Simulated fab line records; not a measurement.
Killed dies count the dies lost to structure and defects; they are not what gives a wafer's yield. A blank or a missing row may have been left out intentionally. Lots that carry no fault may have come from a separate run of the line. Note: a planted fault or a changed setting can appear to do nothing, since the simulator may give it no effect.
fab line records | flow n5Finfet | part 1 of 2: steps 1 to 22 of 30
record lots=5 wafers=15 lastDay=16
route steps=1938 shown BEOL_M0_SAQP@634
lots with no fault: from the same line, run without faults
startH: the number of hours between the record's first day and the start of the first shown wafer of the lot | waitH: how many hours have passed since the lot's step before this one | " identical to the entry in the row above | L1.1+2: one row covering several wafers at once | - no value, or no start given | * or withheld: withheld | < > ~ a bound
route shown NAME@n: NAME is a module with steps in the file, n the number in the route of the first one | usual: mean/standard deviation taken from wafers without a fault | same: alike in all rows | chamber/n: place in a boat | sites: the reading at each site | _std_site: their standard deviation | _edge_site: the outer-site mean with the inner-site mean subtracted | radiusMm: for every site, how far away it sits from the centre of the wafer | mask NAME#n: copy n | behind: the tool/chamber that last shaped the wafer | hold: reason for holding the lot/hours on hold/outcome of the hold | device: which transistor (n, p or np) failed to switch | end of line: the route-end tests of the same wafers | where a step has no rows: the recipe by itself | killed: dies lost to structure and defects at the first sort, not the wafer's yield | map: shows each die of a wafer: x if killed, . if not, _ if none is there
set.NAME: the setting the step ran with; set.NAME@STEP: the setting that earlier step ran with | model.NAME: the simulator's own value behind a step, which no gauge read
lots seen at some steps along the route; tables by step, rows by wafer
services: from which hour (startH, from the record's first day; less than 0 if before it) a tool's chamber was out of use, for how many hours, and why
## steps
# step N5_BEOL_M0_SAQP_HM_DEP_02
# recipe material=TiN targetThkA=120 tempC=25 chamberPressurePa=0.49996
# usual chamberPressurePa=0.5001/0.00088 throttleValvePct=30.0/1.2
# columns lot.wafer tool chamber startH waitH chamberPressurePa throttleValvePct
L074.1 pvdSputter-01 - 109.88 1.4 0.4997 30.3
L074.2 " - " " 0.5011 31.6
L074.6 " - " " 0.4992 30.3
L075.1 pvdSputter-01 - 114.92 0.1 0.5015 28.1
L075.3 " - " " 0.5004 31.6
L075.4 " - " " 0.4994 30.4
L082.1 pvdSputter-03 - 156.93 0.6 0.4999 31.0
L082.4 " - " " 0.5007 28.4
L082.5 " - " " 0.4997 29.1
L085.2 pvdSputter-01 - 173.45 0.8 0.4995 30.5
L085.3 " - " " 0.4994 31.7
L085.5 " - " " 0.5006 28.3
L091.1 pvdSputter-02 - 213.52 0.4 0.4996 30.0
L091.4 " - " " 0.5008 29.7
L091.5 " - " " 0.5007 30.2
# step N5_BEOL_M0_SAQP_PECVD_03
# recipe material=SiCN targetThkA=120 tempC=withheld precursor=3MS/NH3 pressureTorr=3 rfW=202 timeS=21.1
# usual showerheadPlenumPTorr=3.672/0.011 throttleValvePct=8.7/0.32
# columns lot.wafer tool chamber startH waitH showerheadPlenumPTorr throttleValvePct
L074.1 pecvd-02 0 110.00 0.1 3.656 8.8
L074.2 " 1 " " 3.674 8.6
L074.6 " 0 " " 3.665 8.9
L075.1 pecvd-01 1 115.04 0.1 3.680 8.8
L075.3 " 0 " " 3.674 8.6
L075.4 " 1 " " 3.669 9.1
L082.1 pecvd-01 1 157.05 0.1 3.671 9.1
L082.4 " 0 " " 3.687 8.6
L082.5 " 1 " " 3.669 9.0
L085.2 pecvd-01 2 173.57 0.1 3.693 8.0
L085.3 " 0 " " 3.678 8.7
L085.5 " 0 " " 3.689 9.0
L091.1 pecvd-04 1 213.65 0.1 3.674 8.9
L091.4 " 1 " " 3.670 8.7
L091.5 " 1 " " 3.664 9.2
# step N5_BEOL_M0_SAQP_PECVD_96
# recipe material=a-Si targetThkA=450 tempC=350 precursor=SiH4/He pressureTorr=3 rfW=100 timeS=45.2
# usual heaterPowerW=644/50 showerheadPlenumPTorr=5.70/0.041 throttleValvePct=17.4/0.59
# columns lot.wafer tool chamber startH waitH heaterPowerW showerheadPlenumPTorr throttleValvePct
L074.1 pecvd-02 0 110.03 0.0 614 5.66 17.5
L074.2 " 1 " " 625 5.67 17.3
L074.6 " 0 " " 613 5.68 17.5
L075.1 pecvd-01 1 115.07 0.0 643 5.71 18.0
L075.3 " 0 " " 689 5.73 17.3
L075.4 " 1 " " 665 5.70 17.9
L082.1 pecvd-01 1 157.08 0.0 727 5.72 18.1
L082.4 " 0 " " 592 5.73 17.3
L082.5 " 1 " " 726 5.68 17.9
L085.2 pecvd-01 2 173.60 0.0 613 5.79 16.3
L085.3 " 0 " " 684 5.73 17.6
L085.5 " 0 " " 697 5.75 17.6
L091.1 pecvd-04 1 213.70 0.0 567 5.67 17.6
L091.4 " 1 " " 564 5.67 18.0
L091.5 " 1 " " 550 5.68 17.9
# step N5_BEOL_M0_SAQP_PECVD_97
# recipe material=SiNx targetThkA=230 tempC=350 precursor=SiH4/NH3/N2 pressureTorr=1.5 rfW=300 timeS=19.9
# usual heaterPowerW=581/71 showerheadPlenumPTorr=5.18/0.057 throttleValvePct=38.2/1.3
# columns lot.wafer tool chamber startH waitH heaterPowerW showerheadPlenumPTorr throttleValvePct
L074.1 pecvd-02 0 110.08 0.0 524 5.13 38.5
L074.2 " 1 " " 597 5.17 37.4
L074.6 " 0 " " 511 5.12 38.8
L075.1 pecvd-01 1 115.12 0.0 659 5.18 39.5
L075.3 " 0 " " 625 5.24 38.2
L075.4 " 1 " " 657 5.18 39.5
L082.1 pecvd-01 1 157.12 0.0 687 5.18 39.8
L082.4 " 0 " " 597 5.23 38.1
L082.5 " 1 " " 671 5.18 39.4
L085.2 pecvd-01 2 173.65 0.0 580 5.28 35.5
L085.3 " 0 " " 631 5.24 38.6
L085.5 " 0 " " 630 5.23 38.0
L091.1 pecvd-04 1 213.77 0.0 473 5.16 39.1
L091.4 " 1 " " 476 5.14 38.8
L091.5 " 1 " " 468 5.16 39.1
# step N5_BEOL_M0_SAQP_PECVD_04
# recipe material=a-Si targetThkA=600 tempC=350 precursor=SiH4/He pressureTorr=3 rfW=100 timeS=60.2
# usual heaterPowerW=650/66 showerheadPlenumPTorr=5.70/0.042 throttleValvePct=17.4/0.6
# columns lot.wafer tool chamber startH waitH heaterPowerW showerheadPlenumPTorr throttleValvePct
L074.1 pecvd-02 0 110.12 0.0 564 5.66 17.4
L074.2 " 1 " " 649 5.67 16.9
L074.6 " 0 " " 565 5.65 17.3
L075.1 pecvd-01 1 115.16 0.0 694 5.71 17.9
L075.3 " 0 " " 657 5.75 17.5
L075.4 " 1 " " 698 5.70 17.9
L082.1 pecvd-01 1 157.16 0.0 770 5.69 18.0
L082.4 " 0 " " 636 5.74 17.2
L082.5 " 1 " " 636 5.69 18.1
L085.2 pecvd-01 2 173.69 0.0 623 5.77 16.2
L085.3 " 0 " " 597 5.74 17.6
L085.5 " 0 " " 607 5.75 17.5
L091.1 pecvd-04 1 213.83 0.0 554 5.67 17.9
L091.4 " 1 " " 548 5.68 18.0
L091.5 " 1 " " 543 5.67 18.1
# step N5_BEOL_M0_SAQP_THK_MEAS_05
# usual thkNm=60.2/0.86
# columns lot.wafer tool chamber startH waitH thkNm
L074.1 filmMetro-02 - 110.21 0.1 60.1
L074.2 " - " " 59.9
L074.6 " - " " 60.8
L075.1 filmMetro-01 - 115.26 0.1 59.9
L075.3 " - " " 60.1
L075.4 " - " " 60.1
L082.1 filmMetro-01 - 157.26 0.1 58.0
L082.4 " - " " 59.6
L082.5 " - " " 59.4
L085.2 filmMetro-01 - 173.78 0.1 60.3
L085.3 " - " " 59.2
L085.5 " - " " 61.6
L091.1 filmMetro-02 - 213.95 0.1 59.6
L091.4 " - " " 60.1
L091.5 " - " " 60.0
# step N5_BEOL_M0_SAQP_HM_DEP_111
# recipe material=SiO2 targetThkA=120 tempC=400 precursor=SiH4/N2O pressureTorr=0.75 rfW=275 timeS=7.2
# usual heaterPowerW=804/97 showerheadPlenumPTorr=8.20/0.11
# columns lot.wafer tool chamber startH waitH heaterPowerW showerheadPlenumPTorr
L074.1 pecvd-04 2 110.25 0.0 815 8.09
L074.2 " 1 " " 689 8.16
L074.6 " 0 " " 907 8.09
L075.1 pecvd-01 2 115.29 0.0 824 8.44
L075.3 " 0 " " 779 8.36
L075.4 " 2 " " 823 8.45
L082.1 pecvd-04 0 157.29 0.0 969 8.08
L082.4 " 2 " " 692 8.10
L082.5 " 0 " " 974 8.09
L085.2 pecvd-04 2 173.82 0.0 738 8.10
L085.3 " 1 " " 625 8.17
L085.5 " 1 " " 641 8.16
L091.1 pecvd-01 1 213.99 0.0 919 8.22
L091.4 " 2 " " 684 8.45
L091.5 " 0 " " 855 8.35
# step N5_BEOL_M0_SAQP_COAT_81
# recipe resist=SOC tempC=250 timeS=60 spinRpm=1500 resistThkNm=100
# usual dispensePressureKPa=50/5.1
# columns lot.wafer tool chamber startH waitH dispensePressureKPa
L074.1 lithoTrack-05 0 110.33 0.1 50
L074.2 " 0 " " 50
L074.6 " 0 " " 50
L075.1 lithoTrack-05 0 115.37 0.1 50
L075.3 " 0 " " 50
L075.4 " 0 " " 50
L082.1 lithoTrack-05 0 157.37 0.1 49
L082.4 " 0 " " 49
L082.5 " 0 " " 49
L085.2 lithoTrack-05 0 173.92 0.1 49
L085.3 " 0 " " 49
L085.5 " 0 " " 50
L091.1 lithoTrack-05 0 214.07 0.1 50
L091.4 " 0 " " 50
L091.5 " 0 " " 50
# step N5_BEOL_M0_SAQP_COAT_82
# recipe resist=SiARC tempC=220 timeS=60 spinRpm=1500 resistThkNm=30
# same dispensePressureKPa=50
# columns lot.wafer tool chamber startH waitH
L074.1+2+6 lithoTrack-05 0 - -
L075.1+3+4 lithoTrack-05 0 - -
L082.1+4+5 lithoTrack-05 0 - -
L085.2+3+5 lithoTrack-05 0 - -
L091.1+4+5 lithoTrack-05 0 - -
# step N5_BEOL_M0_SAQP_COAT_08
# recipe resist=CAR-ArF spinRpm=1500 resistThkNm=90
# usual dispensePressureKPa=50/5.1
# columns lot.wafer tool chamber startH waitH dispensePressureKPa
L074.1 lithoTrack-05 0 - - 50
L074.2 " 0 " " 50
L074.6 " 0 " " 50
L075.1 lithoTrack-05 0 - - 50
L075.3 " 0 " " 50
L075.4 " 0 " " 50
L082.1 lithoTrack-05 0 - - 50
L082.4 " 0 " " 50
L082.5 " 0 " " 50
L085.2 lithoTrack-05 0 - - 50
L085.3 " 0 " " 50
L085.5 " 0 " " 50
L091.1 lithoTrack-05 0 - - 49
L091.4 " 0 " " 50
L091.5 " 0 " " 50
# step N5_BEOL_M0_SAQP_EBR_10
# recipe solvent=PGMEA ebrWidthMm=1.5
# columns lot.wafer tool chamber startH waitH
L074.1+2+6 lithoTrack-05 0 - -
L075.1+3+4 lithoTrack-05 0 - -
L082.1+4+5 lithoTrack-05 0 - -
L085.2+3+5 lithoTrack-05 0 - -
L091.1+4+5 lithoTrack-05 0 - -
# step N5_BEOL_M0_SAQP_SOFTBAKE_09
# recipe tempC=110 timeS=60 resist=CAR-ArF
# columns lot.wafer tool chamber startH waitH
L074.1+2+6 lithoTrack-05 0 - -
L075.1+3+4 lithoTrack-05 0 - -
L082.1+4+5 lithoTrack-05 0 - -
L085.2+3+5 lithoTrack-05 0 - -
L091.1+4+5 lithoTrack-05 0 - -
# step N5_BEOL_M0_SAQP_EXPOSE_11
# recipe maskId=M0_CORE na=1.35 sourceShape=dipole sigmaInner=0.538 sigmaOuter=0.738 polarization=te targetCdNm=42 doseMj=55
# same sigmaInner=0.538
# columns lot.wafer tool chamber startH waitH mask
L074.1+2+6 arfiScanner-03 0 110.44 - M0_CORE#0
L075.1+3+4 arfiScanner-02 0 115.61 - M0_CORE#0
L082.1+4+5 arfiScanner-03 0 157.49 - M0_CORE#0
L085.2+3+5 arfiScanner-01 0 174.17 - M0_CORE#0
L091.1+4+5 arfiScanner-03 0 214.31 - M0_CORE#0
# step N5_BEOL_M0_SAQP_PEB_12
# recipe pebTempC=withheld pebTimeS=60 resist=CAR-ArF
# columns lot.wafer tool chamber startH waitH
L074.1+2+6 lithoTrack-02 0 110.50 0.1
L075.1+3+4 lithoTrack-05 0 115.67 0.1
L082.1+4+5 lithoTrack-02 0 157.55 0.1
L085.2+3+5 lithoTrack-02 0 174.22 0.0
L091.1+4+5 lithoTrack-03 0 214.37 0.1
# step N5_BEOL_M0_SAQP_DEVELOP_13
# recipe developTimeS=30 developer=TMAH resist=CAR-ArF devTempC=23 rinseLiquid=diw dry=airSpin
# columns lot.wafer tool chamber startH waitH
L074.1+2+6 lithoTrack-02 0 - -
L075.1+3+4 lithoTrack-05 0 - -
L082.1+4+5 lithoTrack-02 0 - -
L085.2+3+5 lithoTrack-02 0 - -
L091.1+4+5 lithoTrack-03 0 - -
# step N5_BEOL_M0_SAQP_CD_MEAS_14
# recipe targetCdNm=42.5 landingEnergyEv=500 detector=seInlens
# usual cdNm=42.6/0.32
# same landingEnergyEv=500
# columns lot.wafer tool chamber startH waitH cdNm
L074.1 cdSem-03 0 110.57 - 42.6
L074.2 " 0 " " 43.1
L074.6 " 0 " " 43.1
L075.1 cdSem-02 0 115.74 - 42.5
L075.3 " 0 " " 42.7
L075.4 " 0 " " 42.7
L082.1 cdSem-03 0 157.62 - 42.4
L082.4 " 0 " " 42.8
L082.5 " 0 " " 42.6
L085.2 cdSem-02 0 174.29 - 42.6
L085.3 " 0 " " 43.1
L085.5 " 0 " " 43.3
L091.1 cdSem-03 0 214.44 - 42.5
L091.4 " 0 " " 42.4
L091.5 " 0 " " 42.5
# step N5_BEOL_M0_SAQP_OVL_MEAS_15
# recipe pointsPerWafer=44
# usual M0_CORE_OVL=0.0/0.79
# columns lot.wafer tool chamber startH waitH M0_CORE_OVL[nm]
L074.1 overlay-01 0 110.60 0.0 1.1
L074.2 " 0 " " 0.8
L074.6 " 0 " " 0.8
L075.1 overlay-02 0 115.77 0.0 -1.2
L075.3 " 0 " " -0.3
L075.4 " 0 " " -1.1
L082.1 overlay-01 0 157.65 0.0 -0.3
L082.4 " 0 " " 0.7
L082.5 " 0 " " 0.7
L085.2 overlay-02 0 174.32 0.0 0.8
L085.3 " 0 " " -0.3
L085.5 " 0 " " 0.4
L091.1 overlay-02 0 214.47 0.0 -0.3
L091.4 " 0 " " -0.3
L091.5 " 0 " " 0.4
# step N5_BEOL_M0_SAQP_INSPECT_16
# recipe mode=adi inspectInstrument=brightfield
# usual rawDefectCount=525/130
# columns lot.wafer tool chamber startH waitH rawDefectCount
L074.1 defectInspect-01 - 110.62 0.0 487
L074.2 " - " " 570
L074.6 " - " " 590
L075.1 defectInspect-01 - 115.79 0.0 517
L075.3 " - " " 532
L075.4 " - " " 548
L082.1 defectInspect-01 - 157.67 0.0 475
L082.4 " - " " 459
L082.5 " - " " 564
L085.2 defectInspect-01 - 174.34 0.0 377
L085.3 " - " " 577
L085.5 " - " " 534
L091.1 defectInspect-01 - 214.49 0.0 494
L091.4 " - " " 649
L091.5 " - " " 585
# step N5_BEOL_M0_SAQP_DESCUM_19
# recipe chemistry=O2 timeS=7.9 sourcePowerW=50 biasPowerW=20 pressureMtorr=20 rfFrequencyHz=2.712e+07 tempC=40 resist=CAR-ArF o2FlowSccm=225
# usual drypumpMotorCurrentA=5.9/0.42 oesProductAu=0.77/0.064 rfVppV=243.3/1.4 showerheadPlenumPTorr=2.11/0.079 throttleValvePct=20.44/0.26
# columns lot.wafer tool chamber startH waitH drypumpMotorCurrentA oesProductAu rfHoursCounterH rfVppV showerheadPlenumPTorr throttleValvePct
L074.1 rieDiel-06 0 110.66 0.0 4.9 0.70 227 241.6 1.99 21.06
L074.2 " 2 " " 6.3 0.73 178 243.4 2.10 20.47
L074.6 " 3 " " 6.3 0.82 - 242.8 2.12 20.39
L075.1 rieDiel-06 3 115.83 0.0 6.3 0.82 68 242.3 2.12 20.40
L075.3 " 0 " " 4.9 0.70 229 241.9 1.99 21.04
L075.4 " 1 " " 5.8 0.89 21 241.9 2.13 20.26
L082.1 rieDiel-01 1 157.70 0.0 6.3 0.79 146 243.3 2.20 20.10
L082.4 " 0 " " 5.5 0.82 65 246.0 2.22 20.55
L082.5 " 2 " " 6.3 0.74 - 241.7 1.99 20.21
L085.2 rieDiel-01 0 174.38 0.0 5.5 0.83 71 245.0 2.22 20.56
L085.3 " 1 " " 6.3 0.79 152 244.0 2.20 20.12
L085.5 " 3 " " 5.7 0.72 - 244.6 2.16 20.33
L091.1 rieDiel-01 3 214.97 0.5 5.7 0.71 207 244.9 2.16 20.35
L091.4 " 0 " " 5.5 0.80 82 243.6 2.21 20.57
L091.5 " 0 " " 5.4 0.81 - 244.0 2.21 20.56
# step N5_BEOL_M0_SAQP_ETCH_83
# recipe chemistry=CF4 target=SiARC targetDepthA=390 maskMaterial=CAR-ArF timeS=65 ionEnergyEv=80 pressureMtorr=40 sourceW=545 biasW=36 Ar_flow_sccm=100 cf4FlowSccm=100 ends=cleared
# usual biasW=36.00/0.11 drypumpMotorCurrentA=5.9/0.42 etchRfOnTimeS=65.6/1.6 oesProductAu=0.65/0.057 rfVppV=184.2/1.3 showerheadPlenumPTorr=2.16/0.075 throttleValvePct=15.64/0.23
# columns lot.wafer tool chamber startH waitH biasW drypumpMotorCurrentA etchRfOnTimeS oesProductAu rfHoursCounterH rfVppV showerheadPlenumPTorr throttleValvePct
L074.1 rieDiel-06 0 110.69 0.0 36.01 4.9 68.9 0.58 227 183.0 2.04 16.18
L074.2 " 2 " " 36.29 6.3 66.6 0.62 178 183.6 2.14 15.56
L074.6 " 3 " " 35.93 6.3 65.2 0.70 - 182.2 2.19 15.60
L075.1 rieDiel-06 3 115.86 0.0 35.92 6.3 65.3 0.70 68 185.1 2.18 15.59
L075.3 " 0 " " 36.01 4.9 69.5 0.59 229 181.8 2.03 16.19
L075.4 " 1 " " 35.83 5.9 64.2 0.76 21 186.0 2.20 15.50
L082.1 rieDiel-01 1 157.74 0.0 36.21 6.3 62.6 0.68 146 184.7 2.22 15.21
L082.4 " 0 " " 35.70 5.4 64.3 0.71 65 186.5 2.27 15.68
L082.5 " 2 " " 36.05 6.4 65.5 0.63 - 184.0 2.05 15.49
L085.2 rieDiel-01 0 174.41 0.0 35.91 5.4 64.8 0.71 71 186.4 2.27 15.69
L085.3 " 1 " " 36.02 6.3 63.7 0.67 152 186.5 2.22 15.23
L085.5 " 3 " " 36.02 5.7 67.8 0.61 - 185.2 2.21 15.56
L091.1 rieDiel-01 3 215.01 0.0 36.09 5.8 66.6 0.61 207 186.6 2.21 15.59
L091.4 " 0 " " 35.98 5.5 64.4 0.69 82 186.4 2.26 15.71
L091.5 " 0 " " 35.98 5.5 64.6 0.69 - 185.1 2.26 15.73
# step N5_BEOL_M0_SAQP_ETCH_84
# recipe chemistry=N2/H2 target=SOC targetDepthA=1000 overetchA=200 maskMaterial=SiARC tempC=40 timeS=150 ionEnergyEv=200 pressureMtorr=30 sourceW=840 biasW=150 n2FlowSccm=200 h2FlowSccm=200
# usual biasW=150.0/0.44 drypumpMotorCurrentA=5.9/0.42 oesProductAu=0.69/0.054 rfVppV=524.2/2.7 showerheadPlenumPTorr=2.56/0.096 throttleValvePct=17.83/0.23
# columns lot.wafer tool chamber startH waitH biasW drypumpMotorCurrentA oesProductAu rfHoursCounterH rfVppV showerheadPlenumPTorr throttleValvePct
L074.1 rieDiel-06 0 110.74 0.0 149.9 4.9 0.64 227 520.4 2.39 18.25
L074.2 " 2 " " 149.4 6.4 0.66 178 522.4 2.51 17.68
L074.6 " 3 " " 149.4 6.3 0.74 - 524.6 2.59 17.93
L075.1 rieDiel-06 3 115.91 0.0 150.6 6.3 0.74 68 524.7 2.59 17.93
L075.3 " 0 " " 150.1 4.9 0.64 229 520.8 2.39 18.26
L075.4 " 1 " " 150.0 5.8 0.80 21 526.7 2.61 17.71
L082.1 rieDiel-01 1 157.79 0.0 150.1 6.3 0.69 146 527.9 2.65 17.33
L082.4 " 0 " " 151.0 5.5 0.75 65 528.1 2.69 17.84
L082.5 " 2 " " 149.9 6.4 0.66 - 519.8 2.44 17.66
L085.2 rieDiel-01 0 174.46 0.0 150.2 5.5 0.74 71 527.6 2.69 17.85
L085.3 " 1 " " 149.5 6.3 0.69 152 525.9 2.65 17.34
L085.5 " 3 " " 150.6 5.7 0.65 - 526.5 2.63 17.84
L091.1 rieDiel-01 3 215.06 0.0 149.5 5.8 0.64 207 525.5 2.63 17.86
L091.4 " 0 " " 150.9 5.5 0.72 82 528.4 2.69 17.85
L091.5 " 0 " " 149.8 5.5 0.72 - 528.6 2.69 17.86
# step N5_BEOL_M0_SAQP_STRIP_80
# recipe chemistry=N2/H2 tempC=40 n2FlowSccm=200 h2FlowSccm=200 rfFrequencyHz=6e+07
# columns lot.wafer tool chamber startH waitH
L074.1+2+6 rieDiel-06 0,2,3 110.84 0.0
L075.1+3+4 rieDiel-06 3,0,1 116.01 0.0
L082.1+4+5 rieDiel-01 1,0,2 157.89 0.0
L085.2+3+5 rieDiel-01 0,1,3 174.56 0.0
L091.1+4+5 rieDiel-01 3,0,0 215.15 0.0
